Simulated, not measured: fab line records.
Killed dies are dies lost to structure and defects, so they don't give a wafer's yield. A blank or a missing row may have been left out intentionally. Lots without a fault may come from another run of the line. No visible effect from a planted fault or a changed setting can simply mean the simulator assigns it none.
Which tool did it? + flow n5_finfet + 72 wafers from 24 lots sampled at 6 of the route's 1938 steps

## WHAT THE GAUGES SHOWED, per wafer
N5_BEOL_M3_CD_MEAS_28: target cd 25.7 nm, target cd y 23.3 nm.
| lot  | measured     | on        | cd_nm (nm)        |
|------|--------------|-----------|-------------------|
| L074 | day 6 20:52  | cd_sem-03 | 25.48 25.90 25.58 |
| L075 | day 7 07:52  | cd_sem-03 | 25.89 25.49 25.84 |
| L077 | day 7 11:20  | cd_sem-01 | 25.71 25.45 26.09 |
| L076 | day 7 15:08  | cd_sem-02 | 25.52 25.47 25.81 |
| L078 | day 8 08:31  | cd_sem-02 | 25.81 25.58 25.70 |
| L079 | day 8 11:35  | cd_sem-01 | 25.63 26.12 26.07 |
| L081 | day 9 01:01  | cd_sem-02 | 25.70 25.78 25.59 |
| L082 | day 9 07:25  | cd_sem-03 | 25.97 25.47 25.89 |
| L080 | day 9 07:29  | cd_sem-01 | 25.67 25.51 25.80 |
| L083 | day 9 14:35  | cd_sem-02 | 25.69 25.66 26.05 |
| L084 | day 9 17:05  | cd_sem-01 | 25.61 25.71 25.64 |
| L085 | day 9 17:21  | cd_sem-02 | 25.52 26.30 25.48 |
| L086 | day 9 22:01  | cd_sem-02 | 25.62 25.61 25.61 |
| L087 | day 10 04:41 | cd_sem-02 | 25.42 25.71 25.88 |
| L088 | day 10 08:35 | cd_sem-01 | 25.79 25.21 26.20 |
| L089 | day 10 15:57 | cd_sem-02 | 25.38 25.65 25.27 |
| L090 | day 11 04:56 | cd_sem-01 | 25.70 26.03 25.60 |
| L092 | day 11 13:08 | cd_sem-02 | 26.25 25.73 25.70 |
| L091 | day 11 18:35 | cd_sem-01 | 25.12 25.75 25.54 |
| L093 | day 11 19:50 | cd_sem-02 | 25.81 25.94 25.99 |
| L094 | day 12 04:58 | cd_sem-01 | 25.90 25.71 25.96 |
| L095 | day 12 19:36 | cd_sem-02 | 25.76 25.61 25.72 |
| L096 | day 12 22:29 | cd_sem-01 | 25.75 25.74 26.10 |
| L097 | day 13 06:29 | cd_sem-02 | 25.83 25.60 25.87 |

N5_BEOL_M3_INSPECT_59: inspects for defects (darkfield).
| lot  | measured     | on                | raw_defect_count |
|------|--------------|-------------------|------------------|
| L074 | day 7 09:32  | defect_inspect-01 | 106 81 87        |
| L075 | day 7 13:04  | defect_inspect-01 | 67 61 40         |
| L077 | day 8 01:59  | defect_inspect-02 | 77 87 64         |
| L076 | day 8 02:13  | defect_inspect-01 | 93 88 126        |
| L078 | day 8 19:14  | defect_inspect-01 | 111 35 99        |
| L079 | day 9 00:01  | defect_inspect-02 | 82 62 95         |
| L081 | day 9 08:22  | defect_inspect-02 | 79 59 60         |
| L082 | day 9 13:32  | defect_inspect-01 | 39 53 64         |
| L080 | day 9 13:49  | defect_inspect-02 | 90 64 69         |
| L083 | day 10 04:08 | defect_inspect-01 | 55 72 99         |
| L084 | day 10 10:16 | defect_inspect-02 | 97 108 84        |
| L085 | day 10 10:45 | defect_inspect-02 | 157 104 152      |
| L086 | day 10 08:38 | defect_inspect-01 | 69 57 64         |
| L087 | day 10 18:51 | defect_inspect-02 | 167 85 153       |
| L088 | day 10 18:14 | defect_inspect-01 | 70 80 41         |
| L089 | day 11 03:57 | defect_inspect-02 | 75 83 67         |
| L090 | day 11 12:32 | defect_inspect-02 | 45 74 85         |
| L092 | day 11 21:25 | defect_inspect-02 | 54 100 81        |
| L091 | day 12 04:32 | defect_inspect-01 | 42 52 55         |
| L093 | day 12 09:53 | defect_inspect-01 | 39 64 64         |
| L094 | day 12 14:31 | defect_inspect-02 | 69 65 40         |
| L095 | day 13 01:47 | defect_inspect-01 | 45 72 66         |
| L096 | day 13 04:35 | defect_inspect-01 | 50 143 68        |
| L097 | day 13 20:38 | defect_inspect-02 | 98 47 81         |

## EACH LOT AND THE TOOL THAT RAN IT (in order: tool; ch and the chambers of the sampled wafers; start)
| lot  | N5_BEOL_M2_SPUTTER_94        | N5_BEOL_M3_ALD_98                 | N5_BEOL_M3_ETCHBACK_99             | N5_BEOL_M3_SPUTTER_81        |
|------|------------------------------|-----------------------------------|------------------------------------|------------------------------|
| L074 | pvd_sputter-03, day 6 17:05  | ald_sin-02 ch 0,1,2, day 6 22:16  | rie_diel-06 ch 0,3, day 7 05:17    | pvd_sputter-02, day 7 07:09  |
| L075 | pvd_sputter-02, day 7 04:47  | ald_sin-03 ch 0,2,3, day 7 08:07  | rie_diel-01 ch 0,1,3, day 7 08:44  | pvd_sputter-02, day 7 10:39  |
| L077 | pvd_sputter-03, day 7 08:25  | ald_sin-02 ch 1,2,3, day 7 11:37  | rie_diel-01 ch 0,1,2, day 7 21:42  | pvd_sputter-01, day 7 23:36  |
| L076 | pvd_sputter-03, day 7 11:37  | ald_sin-03 ch 1,2,3, day 7 15:31  | rie_diel-06 ch 0,3, day 7 21:43    | pvd_sputter-03, day 7 23:50  |
| L078 | pvd_sputter-03, day 8 03:07  | ald_sin-02 ch 0,1,2, day 8 09:52  | rie_diel-01 ch 0,3, day 8 14:35    | pvd_sputter-01, day 8 16:50  |
| L079 | pvd_sputter-01, day 8 05:48  | ald_sin-02 ch 0,2, day 8 12:23    | rie_diel-01 ch 1,2, day 8 17:43    | pvd_sputter-02, day 8 21:37  |
| L081 | pvd_sputter-02, day 8 20:53  | ald_sin-03 ch 0,2,3, day 9 01:17  | rie_diel-06 ch 0,3, day 9 03:29    | pvd_sputter-03, day 9 05:57  |
| L082 | pvd_sputter-01, day 9 03:12  | ald_sin-01 ch 1,2,3, day 9 07:40  | rie_diel-05 ch 1,2,3, day 9 09:07  | pvd_sputter-01, day 9 11:08  |
| L080 | pvd_sputter-02, day 9 03:19  | ald_sin-03 ch 0,3, day 9 07:44    | rie_diel-06 ch 1,2,3, day 9 09:07  | pvd_sputter-02, day 9 11:19  |
| L083 | pvd_sputter-02, day 9 09:42  | ald_sin-03 ch 0,1,3, day 9 14:51  | rie_diel-01 ch 0,1,3, day 9 22:20  | pvd_sputter-01, day 10 01:44 |
| L084 | pvd_sputter-03, day 9 12:37  | ald_sin-03 ch 1,2, day 9 17:20    | rie_diel-01 ch 1,3, day 10 05:32   | pvd_sputter-02, day 10 07:52 |
| L085 | pvd_sputter-01, day 9 14:10  | ald_sin-03 ch 0,3, day 9 17:40    | rie_diel-05 ch 2,3, day 10 05:39   | pvd_sputter-01, day 10 07:59 |
| L086 | pvd_sputter-02, day 9 18:24  | ald_sin-03 ch 0,2,3, day 9 22:20  | rie_diel-01 ch 1,2,3, day 10 03:07 | pvd_sputter-01, day 10 06:09 |
| L087 | pvd_sputter-03, day 10 01:11 | ald_sin-02 ch 0,3, day 10 05:36   | rie_diel-01 ch 0,2, day 10 13:09   | pvd_sputter-01, day 10 16:27 |
| L088 | pvd_sputter-01, day 10 05:25 | ald_sin-03 ch 0,3, day 10 08:59   | rie_diel-05 ch 1,2,3, day 10 12:41 | pvd_sputter-02, day 10 15:50 |
| L089 | pvd_sputter-02, day 10 12:19 | ald_sin-01 ch 0,1,2, day 10 16:49 | rie_diel-06 ch 1,2,3, day 10 22:38 | pvd_sputter-03, day 11 01:32 |
| L090 | pvd_sputter-01, day 10 23:44 | ald_sin-02 ch 0,1,3, day 11 05:52 | rie_diel-01 ch 0,2,3, day 11 05:59 | pvd_sputter-02, day 11 09:55 |
| L092 | pvd_sputter-01, day 11 06:02 | ald_sin-02 ch 0,2,3, day 11 13:23 | rie_diel-01 ch 0,2,3, day 11 16:50 | pvd_sputter-01, day 11 18:59 |
| L091 | pvd_sputter-03, day 11 15:01 | ald_sin-01 ch 0,1, day 11 18:51   | rie_diel-06 ch 1,3, day 11 23:39   | pvd_sputter-01, day 12 02:05 |
| L093 | pvd_sputter-02, day 11 16:32 | ald_sin-01 ch 0,3, day 11 20:05   | rie_diel-01 ch 1,3, day 12 04:59   | pvd_sputter-01, day 12 07:29 |
| L094 | pvd_sputter-01, day 12 01:20 | ald_sin-03 ch 1,3, day 12 06:11   | rie_diel-05 ch 0,1,2, day 12 09:45 | pvd_sputter-02, day 12 11:56 |
| L095 | pvd_sputter-03, day 12 15:19 | ald_sin-01 ch 0,1,2, day 12 19:58 | rie_diel-06 ch 1,3, day 12 20:54   | pvd_sputter-02, day 12 23:23 |
| L096 | pvd_sputter-03, day 12 17:25 | ald_sin-03 ch 0,2,3, day 12 22:45 | rie_diel-01 ch 0,2,3, day 12 23:50 | pvd_sputter-01, day 13 02:11 |
| L097 | pvd_sputter-02, day 13 02:49 | ald_sin-01 ch 1,2,3, day 13 06:49 | rie_diel-06 ch 0,1,2, day 13 13:15 | pvd_sputter-02, day 13 16:36 |
- N5_BEOL_M2_SPUTTER_94: material Cu, target thk 4.5 nm, time 8.29 s.
- N5_BEOL_M3_ALD_98: deposits SiO2, target thk 2.5 nm, pulse time 1 s, co reactant pulse time 1 s.
- N5_BEOL_M3_ETCHBACK_99: etches SiO2 in CHF3, target depth 5 nm, time 10.4 s.
- N5_BEOL_M3_SPUTTER_81: material Cu, target thk 4.5 nm, time 8.29 s.

## AS READ BY THE TOOLS THEMSELVES (means over the sampled wafers that have a number; for cases with no such wafer, the mark the record gives instead)
N5_BEOL_M2_SPUTTER_94.
| lot  | tool           | throttle_valve_pct (%) |
|------|----------------|------------------------|
| L074 | pvd_sputter-03 | 29.7                   |
| L075 | pvd_sputter-02 | 30.8                   |
| L077 | pvd_sputter-03 | 29.8                   |
| L076 | pvd_sputter-03 | 30.9                   |
| L078 | pvd_sputter-03 | 30.9                   |
| L079 | pvd_sputter-01 | 29.3                   |
| L081 | pvd_sputter-02 | 31.4                   |
| L082 | pvd_sputter-01 | 30.5                   |
| L080 | pvd_sputter-02 | 30.1                   |
| L083 | pvd_sputter-02 | 30.7                   |
| L084 | pvd_sputter-03 | 30.0                   |
| L085 | pvd_sputter-01 | 30.8                   |
| L086 | pvd_sputter-02 | 30.9                   |
| L087 | pvd_sputter-03 | 30.4                   |
| L088 | pvd_sputter-01 | 29.8                   |
| L089 | pvd_sputter-02 | 30.2                   |
| L090 | pvd_sputter-01 | 30.0                   |
| L092 | pvd_sputter-01 | 30.1                   |
| L091 | pvd_sputter-03 | 30.0                   |
| L093 | pvd_sputter-02 | 29.9                   |
| L094 | pvd_sputter-01 | 29.8                   |
| L095 | pvd_sputter-03 | 29.9                   |
| L096 | pvd_sputter-03 | 29.9                   |
| L097 | pvd_sputter-02 | 30.9                   |

N5_BEOL_M3_ALD_98.
| lot  | tool       | heater_power_w (W) | precursor_pulse_height_rel |
|------|------------|--------------------|----------------------------|
| L074 | ald_sin-02 | 74                 | 0.985                      |
| L075 | ald_sin-03 | 84                 | 0.987                      |
| L077 | ald_sin-02 | 77                 | 1.015                      |
| L076 | ald_sin-03 | 82                 | 1.008                      |
| L078 | ald_sin-02 | 73                 | 1.003                      |
| L079 | ald_sin-02 | 66                 | 1.013                      |
| L081 | ald_sin-03 | 80                 | 1.028                      |
| L082 | ald_sin-01 | 85                 | 0.985                      |
| L080 | ald_sin-03 | 89                 | 1.011                      |
| L083 | ald_sin-03 | 81                 | 1.006                      |
| L084 | ald_sin-03 | 70                 | 1.001                      |
| L085 | ald_sin-03 | 82                 | 1.007                      |
| L086 | ald_sin-03 | 79                 | 1.004                      |
| L087 | ald_sin-02 | 72                 | 1.004                      |
| L088 | ald_sin-03 | 83                 | 1.001                      |
| L089 | ald_sin-01 | 86                 | 0.996                      |
| L090 | ald_sin-02 | 77                 | 0.994                      |
| L092 | ald_sin-02 | 70                 | 1.000                      |
| L091 | ald_sin-01 | 82                 | 1.022                      |
| L093 | ald_sin-01 | 76                 | 0.980                      |
| L094 | ald_sin-03 | 79                 | 0.999                      |
| L095 | ald_sin-01 | 88                 | 0.974                      |
| L096 | ald_sin-03 | 81                 | 1.003                      |
| L097 | ald_sin-01 | 87                 | 1.007                      |

N5_BEOL_M3_ETCHBACK_99.
| lot  | tool        | CHF3_flow_sccm (sccm) | chamber_pressure_mTorr (mTorr) | drypump_motor_current_A (A) | oes_product_au (a.u.) | rf_vpp_V (V) | showerhead_plenum_p_Torr (Torr) | throttle_valve_pct (%) |
|------|-------------|-----------------------|--------------------------------|-----------------------------|-----------------------|--------------|---------------------------------|------------------------|
| L074 | rie_diel-06 | 11.99                 | 29.997                         | 5.48                        | 0.81                  | 237          | 2.15                            | 17.03                  |
| L075 | rie_diel-01 | 12.01                 | 29.992                         | 5.91                        | 0.80                  | 242          | 2.20                            | 17.01                  |
| L077 | rie_diel-01 | 12.01                 | 29.987                         | 5.78                        | 0.76                  | 240          | 2.17                            | 17.09                  |
| L076 | rie_diel-06 | 12.00                 | 30.006                         | 5.47                        | 0.81                  | 239          | 2.14                            | 17.05                  |
| L078 | rie_diel-01 | 11.99                 | 29.982                         | 5.84                        | 0.80                  | 243          | 2.21                            | 16.87                  |
| L079 | rie_diel-01 | 11.98                 | 29.995                         | 5.50                        | 0.68                  | 241          | 2.15                            | 17.18                  |
| L081 | rie_diel-06 | 11.98                 | 29.986                         | 5.65                        | 0.75                  | 239          | 2.18                            | 17.11                  |
| L082 | rie_diel-05 | 11.99                 | 29.996                         | 5.45                        | 0.78                  | 243          | 2.15                            | 17.03                  |
| L080 | rie_diel-06 | 12.00                 | 30.000                         | 5.37                        | 0.84                  | 236          | 2.15                            | 17.02                  |
| L083 | rie_diel-01 | 11.99                 | 30.002                         | 5.92                        | 0.76                  | 243          | 2.19                            | 17.06                  |
| L084 | rie_diel-01 | 12.00                 | 30.027                         | 5.79                        | 0.71                  | 245          | 2.21                            | 17.06                  |
| L085 | rie_diel-05 | 12.00                 | 29.994                         | 5.54                        | 0.79                  | 243          | 2.17                            | 17.15                  |
| L086 | rie_diel-01 | 11.98                 | 30.008                         | 5.65                        | 0.69                  | 243          | 2.18                            | 17.13                  |
| L087 | rie_diel-01 | 12.00                 | 29.998                         | 5.82                        | 0.79                  | 238          | 2.15                            | 16.96                  |
| L088 | rie_diel-05 | 11.99                 | 30.022                         | 5.46                        | 0.77                  | 243          | 2.15                            | 17.04                  |
| L089 | rie_diel-06 | 11.97                 | 29.995                         | 5.38                        | 0.81                  | 236          | 2.15                            | 17.05                  |
| L090 | rie_diel-01 | 12.02                 | 29.997                         | 5.70                        | 0.75                  | 241          | 2.17                            | 16.98                  |
| L092 | rie_diel-01 | 11.99                 | 30.021                         | 5.69                        | 0.74                  | 242          | 2.17                            | 16.99                  |
| L091 | rie_diel-06 | 11.98                 | 29.998                         | 5.30                        | 0.83                  | 237          | 2.12                            | 16.97                  |
| L093 | rie_diel-01 | 12.01                 | 30.001                         | 5.82                        | 0.80                  | 245          | 2.20                            | 16.95                  |
| L094 | rie_diel-05 | 11.98                 | 29.998                         | 5.61                        | 0.78                  | 245          | 2.19                            | 16.97                  |
| L095 | rie_diel-06 | 11.99                 | 29.999                         | 5.29                        | 0.87                  | 237          | 2.17                            | 16.89                  |
| L096 | rie_diel-01 | 12.02                 | 29.999                         | 5.70                        | 0.84                  | 241          | 2.16                            | 16.87                  |
| L097 | rie_diel-06 | 11.94                 | 30.012                         | 5.56                        | 0.75                  | 237          | 2.19                            | 17.11                  |

N5_BEOL_M3_SPUTTER_81.
| lot  | tool           | throttle_valve_pct (%) |
|------|----------------|------------------------|
| L074 | pvd_sputter-02 | 30.8                   |
| L075 | pvd_sputter-02 | 30.8                   |
| L077 | pvd_sputter-01 | 29.6                   |
| L076 | pvd_sputter-03 | 30.0                   |
| L078 | pvd_sputter-01 | 30.7                   |
| L079 | pvd_sputter-02 | 30.3                   |
| L081 | pvd_sputter-03 | 30.2                   |
| L082 | pvd_sputter-01 | 30.6                   |
| L080 | pvd_sputter-02 | 30.0                   |
| L083 | pvd_sputter-01 | 29.9                   |
| L084 | pvd_sputter-02 | 30.7                   |
| L085 | pvd_sputter-01 | 31.5                   |
| L086 | pvd_sputter-01 | 30.4                   |
| L087 | pvd_sputter-01 | 30.1                   |
| L088 | pvd_sputter-02 | 30.6                   |
| L089 | pvd_sputter-03 | 30.2                   |
| L090 | pvd_sputter-02 | 30.2                   |
| L092 | pvd_sputter-01 | 29.7                   |
| L091 | pvd_sputter-01 | 30.3                   |
| L093 | pvd_sputter-01 | 30.1                   |
| L094 | pvd_sputter-02 | 30.8                   |
| L095 | pvd_sputter-02 | 30.2                   |
| L096 | pvd_sputter-01 | 29.1                   |
| L097 | pvd_sputter-02 | 30.7                   |

## THE ANSWER, worked out from the rows above alone
Rule: what is usual is taken from the lots themselves. Put in order of their means at a reading, lots are off if they are a third of the lots or fewer, leave a main group of 4 or more, and stand apart from it by a gap of 3 or more times the standard deviation of the main group's means; of several such gaps the widest counts. If all means in a main group match to the digits the tables above print for the reading, that group is not used. Also off: a lot with no number at a reading for which 4 or more lots have one. The other lots that the step has rows for count as sound. Order of review: gauges by route order, followed by the tools' own readings, for which a lot's mean as printed above is used. At the first step where some lot is off, the reading lying furthest off is the one used; lots without a number count as furthest.
No lot is off on any of the readings shown, so nothing can be concluded from this.

## WHAT THE SIMULATOR PUT IN
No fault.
